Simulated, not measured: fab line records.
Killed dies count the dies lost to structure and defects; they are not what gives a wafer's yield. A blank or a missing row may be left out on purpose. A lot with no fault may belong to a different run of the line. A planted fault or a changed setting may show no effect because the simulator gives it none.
Problem report in the 8D (eight disciplines) form, filled by code :: flow n5Finfet :: the parts of the form that need people (team, actions taken, sign-off) are left out

## 1. THE PROBLEM
At N5_DUMMY_GATE_COAT_28, spinSpeedRpm averages 1301.7 rpm over 6 wafers from 2 lots, while fault-free wafers read 1500.1 rpm, standard deviation 0.87. So: -99 or more standard deviations from the usual mean.
The step: time 60 s, resist thk 10 nm.
First seen on wafer L763.1, day 7 21:41, on lithoTrack-03. At this step, 35 wafers from 13 lots have a number in the record. By rule, "out" or "out of limits" means more than 4 standard deviations away from the usual mean. All remaining wafers that have a number are taken as sound.

## 2. WHAT IT IS AND WHAT IT IS NOT
question: which readings at this step
is: spinSpeedRpm
is not: -

question: which lots
is: L763, L766
is not: L743, L745, L747, L748, L750, L752, L753, L754, L755, L757, L758

question: which wafers of those lots
is: all that have a number
is not: -

question: read on which tools
is: lithoTrack-03
is not: lithoTrack-04, lithoTrack-05

question: when
is: from day 7 21:41
is not: up to then (29 sound wafers)

## 3. SUSPECTS, AND WHAT RULES EACH OUT
Counting: any tool at a process step up to the reading is kept as a suspect provided that every lot that is out went through it and no sound lot did after the first of them.
- lithoTrack-03 at N5_DUMMY_GATE_COAT_28 (time 60 s, resist thk 10 nm): kept. All lots that are out passed through it, beginning with L763 at day 7 21:41, and no sound lot followed; its final sound lot before that point was L757 at day 6 09:36. Its own readings are out on those wafers: spinSpeedRpm.
Left after counting: lithoTrack-03 at N5_DUMMY_GATE_COAT_28.

## 4. THE CAUSE (what the simulator had put in)
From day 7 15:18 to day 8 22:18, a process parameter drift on lithoTrack-03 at N5_DUMMY_GATE_COAT_28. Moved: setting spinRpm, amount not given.
The count eliminated every tool but this one.

## 5. SEQUENCE OF EFFECTS, ordered by route
Each row: a reading where the mean over the struck wafers with a number is more than 3 standard deviations away from the usual. Only readings for which the record gives a usual standard deviation are gone through. hours: the time from each lot's start at the first step in this table that gives one to its start at this step, as a median over the lots. sigmas: the change in usual standard deviations.
hours: 0
step: N5_DUMMY_GATE_COAT_28
reading: spinSpeedRpm
usual: 1500.1 rpm
on struck wafers: 1301.7
change: -198.4
sigmas: -99 or more
Its process steps:
- N5_DUMMY_GATE_COAT_28: time 60 s, resist thk 10 nm.
Later steps that measure or inspect, where all struck wafers having a row at the step show a number for every such reading and not one has moved that far: N5_DUMMY_GATE_OVL_MEAS_16.

## 6. WHAT WOULD HAVE CAUGHT IT SOONER
The fault began at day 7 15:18; the first out-of-limits reading in this record came at day 7 21:41, 6 hours later.
